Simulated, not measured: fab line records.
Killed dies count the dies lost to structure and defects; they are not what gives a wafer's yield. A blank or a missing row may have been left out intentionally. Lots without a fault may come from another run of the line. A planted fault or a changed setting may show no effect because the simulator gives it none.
A struck lot beside a sound one	flow n5 finfet	16 out of 1938 route steps
Sound: the wafers L220.1, L220.2, L220.6. Wafers struck: L231.1, L231.6. The cause is named last.
Each step with rows lists, per side, the tool, then ch with its chambers, then its first start. Under that, the readings that differ: sound wafers	struck wafers	difference of the means	sigmas: that difference in standard deviations of wafers without a fault.
alike: a reading whose means differ by less than 2 such deviations, as well as words and numbers matching on both sides. not compared: withheld readings; readings where some wafer has no value; bounds like >300 that might hide an equal value; numbers whose values overlap and for which the record gives no deviation.
Wherever a step has rows on one side only, a row that says differs or no value, or a row with sigmas, the two part there. Non-overlapping numbers with no deviation appear without sigmas and do not part them. Lack of a reading on every wafer of one side parts them only where that side has two or more wafers.

N5_DUMMY_GATE_ETCH_42: etches SiO2 in CHF3/O2, target depth 3.5 nm, time 31 s.
  sound on rie diel-04 ch 0,1,3, day 2 23:14; struck on rie diel-03 ch 0,1, day 5 20:10
  alike: O2_flow_sccm, drypump motor current A, oes_o_777_au, oes product au, rf vpp V, showerhead plenum p Torr, throttle valve pct
  not compared: rf hours counter h
N5_DUMMY_GATE_STRIP_48: strips in N2/H2, time 20 s.
  sound on rie diel-04 ch 0,1,3, day 2 23:17; struck on rie diel-03 ch 0,1, day 5 20:13
  alike: drypump motor current A, h2 flow sccm, oes product au, rf vpp V, showerhead plenum p Torr, throttle valve pct
  not compared: rf hours counter h
then, 5 steps without rows for these wafers: N5_DUMMY_GATE_PRECLEAN_33 (cleans in dHF, time 10 s); N5_DUMMY_GATE_PRECLEAN_25 (cleans in O3/DIW, time 45 s); N5_DUMMY_GATE_PRECLEAN_51 (cleans in SC2, time 45 s); N5_DUMMY_GATE_SRD_26 (time 30 s); N5_DUMMY_GATE_UV_OZONE_45 (time 120 s).
N5_DUMMY_GATE_INSPECT_27: inspects for defects (brightfield).
  sound on defect inspect-02 at day 2 23:28; struck on defect inspect-02 at day 5 20:29
  alike: raw defect count
N5_SPACER0_ALD_07: deposits SiNx, target thk 2 nm.
  sound on ald sin-01 ch 0,2,3, day 2 23:38; struck on ald sin-04 ch 1,2, day 5 20:38
  alike: heater power w
N5_SPACER0_ALD_00: deposits SiOCN, target thk 3.5 nm, pulse time 3 s, purge time 2 s.
  sound on ald sin-01 ch 0,2,3, day 2 23:47; struck on ald sin-04 ch 1,2, day 5 20:47
  alike: heater power w, precursor pulse height rel
N5_SPACER0_ALD_08: deposits SiNx, target thk 2 nm.
  sound on ald sin-01 ch 0,2,3, day 3 00:02; struck on ald sin-04 ch 1,2, day 5 21:02
  alike: heater power w
N5_SPACER0_INSPECT_04: inspects for defects (darkfield).
  sound on defect inspect-01 at day 3 00:11; struck on defect inspect-01 at day 5 21:11
  alike: raw defect count
N5_SD_EPI_N_COAT_32: time 60 s, resist thk 350 nm.
  sound on litho track-01 ch 0, day 3 00:13; struck on litho track-03 ch 0, day 5 21:13
reading	sound	struck	difference	sigmas
heater power total W (W)	498.6 501.7 499.2	519.9 516.5	+18.4	+11
run length s (s)	65.84 66.02 65.93	62.97 62.92	-2.99	-21
then, 1 step without rows for these wafers: N5_SD_EPI_N_COAT_33 (time 60 s, resist thk 35 nm).
-- a jump in the record: the struck wafers' starts before and after are 6 days apart (it breaks off in module SD_EPI_N and resumes in module BEOL_M4, where the first step shown is number 1111 of the route) --
N5_BEOL_M4_RC_MEAS_101:
  sound on prober-01 ch 0, day 8 08:40; struck on prober-02 ch 0, day 11 11:14
  alike: DIBL_N, DIBL_P, IOFF_N, IOFF_P, ION_N, ION_P, SS_N, SS_P, VT_N, VT_P
N5_PASSIVATION_PROBE_49:
  rows exist in the record for the sound wafers here (prober-02, day 12 23:52), none for the struck ones

== WHERE THEY PART ==
Earliest at N5_SD_EPI_N_COAT_32; latest, in this record, at N5_PASSIVATION_PROBE_49.

WHY: what had been put in by the simulator
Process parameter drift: litho track-03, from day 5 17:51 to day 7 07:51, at N5_SD_EPI_N_COAT_32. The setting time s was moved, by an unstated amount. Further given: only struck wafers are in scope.
